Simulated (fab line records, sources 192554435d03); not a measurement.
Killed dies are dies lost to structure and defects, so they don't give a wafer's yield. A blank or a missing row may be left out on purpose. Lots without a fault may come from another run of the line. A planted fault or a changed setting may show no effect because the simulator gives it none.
One fault seen from 3 desks | flow n5_finfet | each desk has only its own numbers; what lay behind them comes last

THE TOOL OWNER'S DESK: rie_metal-01
The tool's own readings at N5_BEOL_M7_HM_OPEN_17 (chemistry Cl2/BCl3, target TiN, target depth 20 nm, overetch 6 nm): means of the sampled wafers that have a number, for each lot that ran on this tool. A lot is out of limits, marked OUT, if its mean lies more than 4 standard deviations from the usual mean; the brackets give that distance.
Columns: A = drypump_motor_current_A at N5_BEOL_M7_HM_OPEN_17, usual 5.7 A; B = mfc_cl2_sccm at N5_BEOL_M7_HM_OPEN_17, usual 53.23 sccm; C = oes_ar_750_au at N5_BEOL_M7_HM_OPEN_17, usual 0.83 a.u.; D = oes_product_au at N5_BEOL_M7_HM_OPEN_17, usual 0.71 a.u.; E = throttle_valve_pct at N5_BEOL_M7_HM_OPEN_17, usual 22.02 %
lot  | first seen here | A   | B     | C    | D    | E
L712 | day 11 11:55    | 5.2 | 53.52 | 0.84 | 0.72 | 21.90
L715 | day 12 00:25    | 5.6 | 53.29 | 0.75 | 0.66 | 21.87
L720 | day 13 10:01    | 5.2 | 53.12 | 0.82 | 0.70 | 21.92
This desk's finding: nothing out of limits on any of the 3 lots.

THE DEFECT DESK
What the inspections along the route counted, lot by lot: means of the sampled wafers that have a number. A lot is out of limits, marked OUT, if its mean lies more than 4 standard deviations from the usual mean; the brackets give that distance.
Columns: A = raw_defect_count at N5_BEOL_M7_INSPECT_13, usual 393
lot  | first seen here | A
L709 | day 11 00:58    | 391
L712 | day 11 09:59    | 393
L715 | day 12 00:07    | 321
L720 | day 13 09:40    | 417
L724 | day 13 20:32    | 420
L725 | day 14 19:27    | 461
This desk's finding: nothing out of limits on any of the 6 lots.

THE METROLOGY DESK
What the gauges read, lot by lot, whatever tool the lot ran on: means of the sampled wafers that have a number. A lot is out of limits, marked OUT, if its mean lies more than 4 standard deviations from the usual mean; the brackets give that distance.
Columns: A = cd_nm at N5_BEOL_M7_CD_MEAS_11, usual 38.3 nm; B = M7_OVL at N5_BEOL_M7_OVL_MEAS_12, usual -0.4 nm
lot  | first seen here | A    | B
L709 | day 11 00:55    | 39.3 | -0.9
L712 | day 11 09:56    | 37.8 | -0.6
L715 | day 12 00:04    | 37.8 | -0.4
L720 | day 13 09:37    | 39.4 | -1.2
L724 | day 13 20:29    | 38.4 | 1.0
L725 | day 14 19:24    | 38.4 | -0.3
This desk's finding: nothing out of limits on any of the 6 lots.

PUT TOGETHER
The tool owner's desk saw nothing out of limits.
The defect desk saw nothing out of limits.
The metrology desk saw nothing out of limits.

WHAT THE SIMULATOR HAD PUT IN
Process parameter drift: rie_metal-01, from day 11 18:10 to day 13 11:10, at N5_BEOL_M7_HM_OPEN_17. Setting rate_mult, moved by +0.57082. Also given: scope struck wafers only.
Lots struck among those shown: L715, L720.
